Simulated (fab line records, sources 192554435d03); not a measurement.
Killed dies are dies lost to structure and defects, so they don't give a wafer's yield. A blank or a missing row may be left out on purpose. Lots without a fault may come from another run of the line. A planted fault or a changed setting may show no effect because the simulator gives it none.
One fault seen from 3 desks | flow n5_finfet | each desk has only its own numbers; what lay behind them comes last

THE METROLOGY DESK
What the gauges read, lot by lot, whatever tool the lot ran on: means of the sampled wafers that have a number. A lot is out of limits, marked OUT, if its mean lies more than 4 standard deviations from the usual mean; the brackets give that distance.
Columns: A = thk_nm at N5_SD_EPI_N_EPI_MEAS_23, usual 59.0 nm
lot  | first seen here | A
L951 | day 3 09:08     | 60.3
L952 | day 3 17:44     | 59.3
L958 | day 5 06:55     | 58.4
L960 | day 5 18:07     | 57.3
L970 | day 8 04:03     | 59.6
L973 | day 9 00:16     | 59.6
This desk's finding: nothing out of limits on any of the 6 lots.

THE TOOL OWNER'S DESK: litho_track-02
The tool's own readings at N5_SD_EPI_P_COAT_34 (time 60 s, resist thk 350 nm): means of the sampled wafers that have a number, for each lot that ran on this tool. A lot is out of limits, marked OUT, if its mean lies more than 4 standard deviations from the usual mean; the brackets give that distance.
Columns: A = spin_speed_rpm at N5_SD_EPI_P_COAT_34, usual 1500.0 rpm
lot  | first seen here | A
L951 | day 3 09:48     | 1500.2
L958 | day 5 07:35     | 1639.6 (+99 or more) OUT
L960 | day 5 18:47     | 1638.5 (+99 or more) OUT
This desk's finding: out of limits on L958, L960; first on L958, day 5 07:35 (spin_speed_rpm at N5_SD_EPI_P_COAT_34). In limits: L951.

THE DEFECT DESK
What the inspections along the route counted, lot by lot: means of the sampled wafers that have a number. A lot is out of limits, marked OUT, if its mean lies more than 4 standard deviations from the usual mean; the brackets give that distance.
Columns: A = raw_defect_count at N5_SD_EPI_N_INSPECT_26, usual 199
lot  | first seen here | A
L951 | day 3 09:46     | 155
L952 | day 3 18:21     | 154
L958 | day 5 07:33     | 234
L960 | day 5 18:45     | 232
L970 | day 8 05:08     | 198
L973 | day 9 00:57     | 163
This desk's finding: nothing out of limits on any of the 6 lots.

PUT TOGETHER
The tool owner's desk could have raised an alarm at day 5 07:35, on L958, L960.
The metrology desk saw nothing out of limits.
The defect desk saw nothing out of limits.
The metrology desk has L958, L960 on record, within its limits.
The defect desk has L958, L960 on record, within its limits.
Of the lots named, all ran N5_SD_EPI_P_COAT_34 on litho_track-02.

WHAT THE SIMULATOR HAD PUT IN
Process parameter drift: litho_track-02, from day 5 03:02 on, at N5_SD_EPI_P_COAT_34. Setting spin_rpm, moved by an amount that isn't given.
Lots struck among those shown: L958, L960.
Hours from the fault's start to each desk's first reading out of limits: the tool owner's desk, 5.
